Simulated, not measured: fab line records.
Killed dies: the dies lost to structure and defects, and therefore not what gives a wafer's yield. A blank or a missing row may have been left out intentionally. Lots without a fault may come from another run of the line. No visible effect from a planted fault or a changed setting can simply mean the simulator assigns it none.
Matching of chambers	flow nand harc	NHARC_A_CONTACT_ETCH_90 on rie diel-06: 4 sister chambers
The step etches the open film in CH3F/O2, target depth 40 nm, time 85.7 s. 24 wafers are shown with their chamber, then 12 later ones without.

WAFERS WITH THEIR CHAMBER
wafer	chamber	showerhead plenum p Torr (Torr)	drypump motor current A (A)	rf vpp V (V)
L074.1	1	2.42	5.4	244.4
L074.2	2	2.59	5.6	247.4
L074.5	2	2.59	5.6	245.9
L080.1	2	2.59	5.6	244.9
L080.4	1	2.41	5.4	244.4
L080.6	2	2.59	5.5	246.0
L079.1	3	2.33	5.6	242.1
L079.2	0	2.49	5.9	244.1
L079.6	0	2.49	5.9	244.0
L082.1	1	2.41	5.4	243.5
L082.2	0	2.49	5.9	245.8
L082.4	3	2.33	5.6	242.3
L086.1	0	2.49	5.9	244.1
L086.2	3	2.32	5.7	242.8
L086.4	1	2.41	5.4	243.3
L088.1	1	2.41	5.4	244.3
L088.3	2	2.59	5.6	246.2
L088.4	0	2.49	5.9	243.5
L090.1	2	2.58	5.5	246.9
L090.4	1	2.41	5.4	244.2
L090.6	3	2.32	5.6	243.3
L094.2	1	2.41	5.4	244.5
L094.5	2	2.58	5.6	244.8
L094.6	3	2.32	5.6	241.6

SIGNATURES (means of the wafers above)
reading	chamber 0	chamber 1	chamber 2	chamber 3	scatter within a chamber
showerhead plenum p Torr	2.4900	2.4114	2.5871	2.3240	0.00417
drypump motor current A	5.900	5.400	5.571	5.620	0.0334
rf vpp V	244.300	244.086	246.014	242.420	0.762
Rule: distance of a wafer from a chamber = root of the sum over the readings of ((wafer's reading minus chamber's mean) / reading's scatter) squared. If the next closest chamber is less than 2 further off than the closest, the wafer can't be placed; otherwise it belongs to the closest. The scatter is the square root of a quotient: the sum, over the shown wafers, of each reading's squared deviation from its chamber's mean, divided by wafers minus chambers.

WAFERS WITHOUT THEIR CHAMBER
wafer	showerhead plenum p Torr (Torr)	drypump motor current A (A)	rf vpp V (V)
L092.1	2.48	5.9	245.4
L092.5	2.48	5.9	245.8
L092.6	2.41	5.4	244.8
L096.1	2.32	5.6	242.6
L096.3	2.58	5.5	244.4
L096.6	2.32	5.6	241.7
L095.2	2.48	5.9	244.8
L095.3	2.40	5.4	243.5
L095.6	2.40	5.4	242.9
L097.2	2.40	5.4	243.1
L097.5	2.48	5.9	245.8
L097.6	2.40	5.4	242.9

EACH ONE'S CHAMBER
wafer	from the rows above	in truth
L092.1	0	0
L092.5	0	0
L092.6	1	1
L096.1	3	3
L096.3	2	2
L096.6	3	3
L095.2	0	0
L095.3	1	1
L095.6	1	1
L097.2	1	1
L097.5	0	0
L097.6	1	1
Correct placement for 12 of the 12. Left unplaced by these rows: 0. Number placed wrongly: 0.
